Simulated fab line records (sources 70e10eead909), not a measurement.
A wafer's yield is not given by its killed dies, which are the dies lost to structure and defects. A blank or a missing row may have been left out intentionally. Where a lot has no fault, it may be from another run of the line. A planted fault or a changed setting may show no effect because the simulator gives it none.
Chamber matching / flow nand-harc / 4 sister chambers for NHARC_P_GATE_ETCH_32 on rie-si-04
The step etches the open film in HBr/Cl2, target depth 150 nm, time 100.1 s. 4 wafers are shown with their chamber, then 9 later ones without.

## WAFERS PAIRED WITH THEIR CHAMBERS
wafer=L085.6; chamber=1; drypump-motor-current-A (A)=5.1
wafer=L086.5; chamber=0; drypump-motor-current-A (A)=5.8
wafer=L088.5; chamber=2; drypump-motor-current-A (A)=6.6
wafer=L088.6; chamber=3; drypump-motor-current-A (A)=5.7

## WAFERS WHOSE CHAMBER IS MISSING
wafer=L090.1; drypump-motor-current-A (A)=5.8
wafer=L090.2; drypump-motor-current-A (A)=6.6
wafer=L090.4; drypump-motor-current-A (A)=5.1
wafer=L092.1; drypump-motor-current-A (A)=5.7
wafer=L092.4; drypump-motor-current-A (A)=5.1
wafer=L092.5; drypump-motor-current-A (A)=6.6
wafer=L093.1; drypump-motor-current-A (A)=6.6
wafer=L093.2; drypump-motor-current-A (A)=5.2
wafer=L093.4; drypump-motor-current-A (A)=5.9

## WHICH CHAMBER EACH ONE RAN IN
wafer=L090.1; from the rows above=0; in truth=0
wafer=L090.2; from the rows above=2; in truth=2
wafer=L090.4; from the rows above=1; in truth=1
wafer=L092.1; from the rows above=3; in truth=3
wafer=L092.4; from the rows above=1; in truth=1
wafer=L092.5; from the rows above=2; in truth=2
wafer=L093.1; from the rows above=2; in truth=2
wafer=L093.2; from the rows above=1; in truth=1
wafer=L093.4; from the rows above=0; in truth=0
9 of 9 placed correctly. Can't be placed from these rows: 0. Number placed wrongly: 0.
How it was worked out, from the rows above alone: a wafer's distance from a chamber is the root of the sum, over the readings, of the square of ((its reading less the chamber's mean) divided by the reading's scatter). If the next closest chamber is less than 2 further off than the closest, the wafer can't be placed; otherwise it belongs to the closest. Each chamber's mean is taken over the wafers shown for it. The scatter: with one shown wafer a chamber, the root of the mean of the squares of how far each hidden wafer lies from its nearest shown one.
